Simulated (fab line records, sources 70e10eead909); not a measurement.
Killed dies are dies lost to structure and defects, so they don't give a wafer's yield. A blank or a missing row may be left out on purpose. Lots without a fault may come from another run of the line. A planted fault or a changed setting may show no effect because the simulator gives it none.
Which tool did it? | flow nand_harc | 15 lots, 45 wafers sampled, at 1 step of a route of 1302

WHAT THE GAUGES READ, wafer by wafer
NHARC_P_ZERO_WELL_INSPECT_43. Usual: raw_defect_count 14, standard deviation 7.1.
lot  | measured     | on                | raw_defect_count | flag
L387 | day 2 03:30  | defect_inspect-01 | 12 15 25         |
L388 | day 2 13:17  | defect_inspect-01 | 19 21 27         |
L389 | day 2 23:26  | defect_inspect-02 | 32 22 16         |
L390 | day 3 09:34  | defect_inspect-02 | 15 6 7           |
L391 | day 3 19:37  | defect_inspect-01 | 23 15 14         |
L392 | day 4 05:34  | defect_inspect-02 | 4 11 19          |
L393 | day 4 15:58  | defect_inspect-01 | 9 18 21          |
L394 | day 5 01:34  | defect_inspect-01 | 13 21 11         |
L395 | day 5 11:42  | defect_inspect-02 | 19 13 11         |
L396 | day 5 21:47  | defect_inspect-01 | 18 12 16         |
L397 | day 6 07:46  | defect_inspect-01 | 17 11 9          |
L398 | day 6 17:49  | defect_inspect-02 | 14 20 15         |
L402 | day 8 09:34  | defect_inspect-02 | 4 3 8            |
L409 | day 11 07:34 | defect_inspect-02 | 3 14 11          |
L410 | day 11 17:42 | defect_inspect-02 | 8 26 19          |

WHICH TOOL RAN EACH LOT (tool, then ch and the chambers of the sampled wafers, then the start)
The record holds no process step before these readings.

WHAT THE TOOLS THEMSELVES READ (means of the sampled wafers that have a number; where no wafer has one, the mark that the record gives instead)
The record holds no such reading with a usual standard deviation.

THE ANSWER, worked out from the rows above alone
Rule: a lot is off if the mean of its wafers that have a number lies more than 3 standard deviations from the usual mean. A lot without any number at a reading at which 4 lots or more have one is off too. The other lots that the step has rows for count as sound. The gauges are gone through in route order, then the tools' own readings, and for those a lot's mean is taken as printed above. The first step at which some lot is off is used, and at that step the reading that is off furthest; a lot without a number counts as furthest.
No lot is off at any reading shown: from this, nothing can be told.

WHAT THE SIMULATOR HAD PUT IN
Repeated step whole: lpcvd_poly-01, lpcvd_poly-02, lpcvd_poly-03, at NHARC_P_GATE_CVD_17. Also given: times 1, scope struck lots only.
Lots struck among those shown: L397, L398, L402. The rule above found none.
